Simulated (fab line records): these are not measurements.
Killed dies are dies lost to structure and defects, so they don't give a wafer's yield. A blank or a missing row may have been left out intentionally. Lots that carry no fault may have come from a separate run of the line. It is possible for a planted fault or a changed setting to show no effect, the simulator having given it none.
Which tool is to blame? | flow nand harc | 11 lots with 33 wafers sampled at 6 steps, on a route of 1159 steps

WHAT EACH GAUGE READ, for each wafer
NHARC_END_SORT_01.
lot  | measured     | on        | defect limited yield (%)
L568 | day 19 12:08 | prober-01 | 98.5 98.2 98.4
L567 | day 19 19:55 | prober-01 | 96.2 95.7 94.4
L570 | day 20 09:52 | prober-01 | 96.9 96.3 97.0
L573 | day 20 20:01 | prober-01 | 94.5 93.9 95.9
L574 | day 21 12:28 | prober-02 | 95.4 96.9 95.1
L576 | day 21 12:27 | prober-01 | 94.7 96.3 97.3
L575 | day 21 21:52 | prober-01 | 92.3 92.6 93.5
L580 | day 21 22:17 | prober-02 | 95.7 96.0 94.8
L582 | day 23 06:01 | prober-02 | 95.0 95.0 94.8
L584 | day 23 21:32 | prober-02 | 91.6 93.4 93.4
L588 | day 25 19:43 | prober-02 | 94.1 94.1 93.9

WHAT TOOL EACH LOT RAN ON (gives the tool, then ch and the chambers of the sampled wafers, and finally the start)
lot  | NHARC_A_M1_ETCH_35                 | NHARC_A_M1_ETCH_15                            | NHARC_A_M1_DEGAS_29          | NHARC_A_M1_ECD_22              | NHARC_A_M1_CMP_23
L568 | rie diel-02 ch 0,1,2, day 17 20:39 | rie diel-02 ch 0,1, day 17 21:34 or earlier   | pvd sputter-03, day 17 21:34 | ecd cu-01 ch 0,1, day 17 21:59 | cmp-04 ch 0,1, day 17 22:41
L567 | rie diel-02 ch 0,2,3, day 17 21:04 | rie diel-02 ch 0,1,2, day 17 22:01 or earlier | pvd sputter-02, day 17 22:01 | ecd cu-02 ch 1, day 17 22:25   | cmp-02 ch 0,1,3, day 17 23:04
L570 | rie diel-02 ch 0,1,2, day 18 17:17 | rie diel-02 ch 1,2,3, day 18 18:14 or earlier | pvd sputter-01, day 18 18:14 | ecd cu-02 ch 0,1, day 18 18:37 | cmp-04 ch 0,1,2, day 18 19:20
L573 | rie diel-10 ch 0,1, day 19 08:50   | rie diel-10 ch 0,1,2, day 19 09:47 or earlier | pvd sputter-01, day 19 09:47 | ecd cu-01 ch 0,1, day 19 10:08 | cmp-02 ch 0,1, day 19 10:52
L574 | rie diel-02 ch 0,2,3, day 19 21:30 | rie diel-02 ch 1,2,3, day 19 22:26 or earlier | pvd sputter-03, day 19 22:26 | ecd cu-01 ch 0,1, day 20 00:06 | cmp-02 ch 1,3, day 20 00:52
L576 | rie diel-02 ch 0,1,2, day 20 04:02 | rie diel-02 ch 0,1,2, day 20 04:58 or earlier | pvd sputter-01, day 20 04:58 | ecd cu-02 ch 0,1, day 20 05:20 | cmp-02 ch 0,2,3, day 20 06:03
L575 | rie diel-02 ch 1,2,3, day 20 04:16 | rie diel-02 ch 1,2,3, day 20 05:24 or earlier | pvd sputter-01, day 20 05:24 | ecd cu-01 ch 0,1, day 20 05:51 | cmp-04 ch 0,2, day 20 06:31
L580 | rie diel-10 ch 1,3, day 20 08:39   | rie diel-10 ch 0,1,3, day 20 09:37 or earlier | pvd sputter-02, day 20 09:37 | ecd cu-01 ch 0,1, day 20 10:07 | cmp-01 ch 0,2,3, day 20 10:52
L582 | rie diel-02 ch 0,3, day 21 21:12   | rie diel-02 ch 0,1,2, day 21 22:08 or earlier | pvd sputter-02, day 21 22:08 | ecd cu-01 ch 0,1, day 21 22:31 | cmp-04 ch 2,3, day 21 23:14
L584 | rie diel-10 ch 1,2,3, day 22 08:21 | rie diel-10 ch 0,1, day 22 09:16 or earlier   | pvd sputter-01, day 22 09:16 | ecd cu-01 ch 0,1, day 22 09:47 | cmp-01 ch 0,2,3, day 22 10:46
L588 | rie diel-10 ch 0,1,3, day 24 07:53 | rie diel-10 ch 2,3, day 24 08:49 or earlier   | pvd sputter-01, day 24 08:49 | ecd cu-02 ch 1, day 24 09:15   | cmp-04 ch 0,1,2, day 24 10:02
- NHARC_A_M1_ETCH_35: etches the open film in N2/H2, target depth 40 nm, overetch 12 nm, time 43.94 s.
- NHARC_A_M1_ETCH_15: etches the open film in C4F8/Ar, target depth 182.5 nm, time 91.2 s.
- NHARC_A_M1_DEGAS_29: time 60 s.
- NHARC_A_M1_ECD_22: material Cu, target thk 400 nm.
- NHARC_A_M1_CMP_23: polishes, t overpolish 20 s, target thk 154.34 nm.

THE ANSWER, worked out from the rows above alone
Rule: usual is defined by the lots themselves. The widest of any qualifying gaps counts: lots, ordered by their means at a reading, are off when they make up no more than a third of the lots, leave a main group of 4 or more, and stand apart from it by 3 or more times the standard deviation of that group's means. A main group is skipped when, at the precision printed for the reading in the tables above, its means are all equal. A lot without any number at a reading at which 4 lots or more have one is off too. Any other lot the step has rows for is counted as sound.
None of the lots is off at any reading shown; this tells nothing.

WHAT THE SIMULATOR HAD INSERTED
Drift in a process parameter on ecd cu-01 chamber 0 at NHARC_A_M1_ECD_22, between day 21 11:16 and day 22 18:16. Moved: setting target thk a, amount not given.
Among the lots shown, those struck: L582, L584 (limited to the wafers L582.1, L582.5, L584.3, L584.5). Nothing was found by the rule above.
